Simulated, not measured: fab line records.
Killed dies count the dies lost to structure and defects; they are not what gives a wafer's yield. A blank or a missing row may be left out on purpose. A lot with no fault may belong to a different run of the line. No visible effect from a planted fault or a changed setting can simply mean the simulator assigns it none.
A lot that was struck, set against a sound lot + flow n5_finfet + 39 steps out of a route of 1938
Sound: the wafers L549.2, L549.4, L549.5. Struck: wafer L552.4 (left out: L552.5, a lot-mate that was not struck); the cause follows at the end.
Order at every step that has rows: each side's tool, ch and its chambers, its first start. Under that, the readings that differ: sound wafers + struck wafers + difference of the means + sigmas: that difference in standard deviations of wafers without a fault.
alike: same words and numbers on both sides, and readings whose means sit less than 2 such deviations apart. not compared: any withheld reading, any reading some wafer has no value for, any bound like >300 that may hide the same value, and any number with overlapping values for which the record gives no deviation.
Wherever a step has rows on one side only, a row that says differs or no value, or a row with sigmas, the two part there. When numbers do not overlap yet have no deviation, they are printed without sigmas and do not part them. Lack of a reading on every wafer of one side parts them only where that side has two or more wafers.

first, 12 steps without rows for these wafers: N5_SDB_ETCH_18 (etches SOC in N2/H2, target depth 100 nm, overetch 20 nm, time 150 s); N5_SDB_STRIP_19 (strips in N2/H2); N5_SDB_STRIP_21 (strips in CF4); N5_SDB_HM_OPEN_20 (chemistry CH3F/O2, target SiNx, stops on poly-Si, target depth 24 nm); N5_SDB_STRIP_22 (strips in N2/H2); N5_SDB_PRECLEAN_23 (cleans in dHF, time 30 s); N5_SDB_DUMMY_REMOVE_24 (chemistry TMAH, target poly-Si, stops on SiO2, target depth 142 nm, time 57 s, rinse time 30 s); N5_SDB_ETCH_25 (etches SiO2 in C4F6/O2, target depth 10 nm, time 3.3 s); N5_SDB_CUT_ETCH_26 (etches Si in HBr/Cl2/O2, target depth 129.6 nm, bt time 20 s, time 51.8 s); N5_SDB_PRECLEAN_38 (cleans in dHF, time 10 s); N5_SDB_PRECLEAN_39 (cleans in O3/DIW, time 45 s); N5_SDB_SRD_28 (time 30 s).
N5_SDB_ALD_29: deposits SiNx, target thk 30 nm, pulse time 1 s, ald cycles 600.
  sound on ald_sin-01 ch 1,2,3, day 4 18:35; struck on ald_sin-01 ch 3, day 5 18:06
| reading                              | sound             | struck | difference | sigmas |
|--------------------------------------|-------------------|--------|------------|--------|
| ald_cycles                           | 600 600 600       | 1163   | +563       |        |
| precursor_pulse_height_rel           | 1.038 1.003 1.012 | 0.971  | -0.047     | -3     |
| model.SiNx_of_SDB_ALD_29.thk_nm (nm) | 30 30 29.8        | 58     | +28        |        |
  alike: heater_power_w, susceptor_temp_C
N5_SDB_CMP_30: polishes, stops on poly-Si, t overpolish 1.54 s, target thk 30 nm.
  sound on cmp-02 ch 0,1,3, day 4 21:23; struck on cmp-04 ch 2, day 5 20:55
| reading                | sound          | struck | difference | sigmas |
|------------------------|----------------|--------|------------|--------|
| time_to_endpoint_s (s) | 20.0 13.1 14.9 | 25.4   | +9.4       | +3     |
  alike: edge_zone_pressure_frac, motor_current_A, retaining_ring_pressure_frac
then, 22 steps without rows for these wafers: N5_DUMMY_REMOVAL_HM_STRIP_01 (strips SiNx in CH3F/O2, stops on poly-Si, target depth 4 nm, time 6.8 s); N5_DUMMY_REMOVAL_STRIP_10 (strips in N2/H2, time 40 s); N5_DUMMY_REMOVAL_PRECLEAN_07 (cleans in dHF, time 30 s); N5_DUMMY_REMOVAL_DUMMY_REMOVE_02 (chemistry TMAH, target poly-Si, stops on SiO2, target depth 142 nm, time 57 s, rinse time 30 s); N5_DUMMY_REMOVAL_PRECLEAN_08 (cleans in NF3:NH3, afs cycles 2, time 20 s, sublimation time 60 s); N5_DUMMY_REMOVAL_PRECLEAN_04 (cleans in DHF, time 37 s); N5_DUMMY_REMOVAL_SRD_05 (time 30 s); N5_HKMG_FIN_IL_REGROW_00 (material SiO2, chemistry O3, target thk 0.75 nm, time 30 s); N5_HKMG_FIN_HK_ALD_01 (deposits HfO2, target thk 1.6 nm, pulse time 3 s, purge time 3 s); N5_HKMG_FIN_HK_ANNEAL_02 (time 30 s); N5_HKMG_FIN_ALD_74 (deposits La2O3, target thk 0.5 nm, pulse time 6 s, co reactant pulse time 1 s); N5_HKMG_FIN_ALD_75 (deposits Al2O3, target thk 1 nm, co reactant pulse time 1 s); N5_HKMG_FIN_COAT_41 (time 60 s, resist thk 300 nm); N5_HKMG_FIN_COAT_42 (time 60 s, resist thk 35 nm); N5_HKMG_FIN_COAT_43 (resist thk 90 nm); N5_HKMG_FIN_EBR_45; N5_HKMG_FIN_SOFTBAKE_44 (time 60 s); N5_HKMG_FIN_EXPOSE_46 (exposes mask NDIPOLE); N5_HKMG_FIN_PEB_47 (peb time 60 s); N5_HKMG_FIN_DEVELOP_48 (develop time 30 s); N5_HKMG_FIN_DESCUM_53 (chemistry O2, time 7.9 s); N5_HKMG_FIN_ETCH_54 (etches SiARC in CF4, target depth 45.5 nm, time 75.8 s).
N5_GATE_CUT_ETCH_58: etches SiNx in CH3F/O2, target depth 17 nm, time 128.6 s.
  sound on rie_diel-05 ch 0,1,3, day 5 08:02; struck on rie_diel-05 ch 0, day 6 07:13
| reading                              | sound          | struck | difference | sigmas |
|--------------------------------------|----------------|--------|------------|--------|
| model.SiNx_of_SDB_ALD_29.thk_nm (nm) | 24.6 24.4 24.4 | 23     | -1         |        |
  alike: bias_w, drypump_motor_current_A, mfc_ar_sccm, oes_product_au, rf_vpp_V, showerhead_plenum_p_Torr, throttle_valve_pct
  not compared: rf_hours_counter_h
-- a jump in the record: the struck wafers' starts before and after are 4 days apart (it breaks off in module GATE_CUT and resumes in module BEOL_M4, where the first step shown is number 1111 of the route) --
N5_BEOL_M4_RC_MEAS_101:
  sound on prober-02 ch 0, day 8 10:20; struck on prober-02 ch 0, day 9 19:56
  alike: DIBL_N, DIBL_P, IOFF_N, IOFF_P, ION_N, ION_P, SS_N, SS_P, VT_N, VT_P
following that, these wafers have no rows for 1 step: N5_PASSIVATION_PROBE_49.

WHERE THEY PART
At N5_SDB_ALD_29 first; at N5_SDB_CMP_30 last (within this record only). Later steps at which nothing parts them and some readings are alike: N5_GATE_CUT_ETCH_58, N5_BEOL_M4_RC_MEAS_101.

WHY: the cause the simulator had injected
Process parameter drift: ald_sin-01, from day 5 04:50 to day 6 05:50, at N5_SDB_ALD_29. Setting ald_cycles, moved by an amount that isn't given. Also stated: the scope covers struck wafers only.
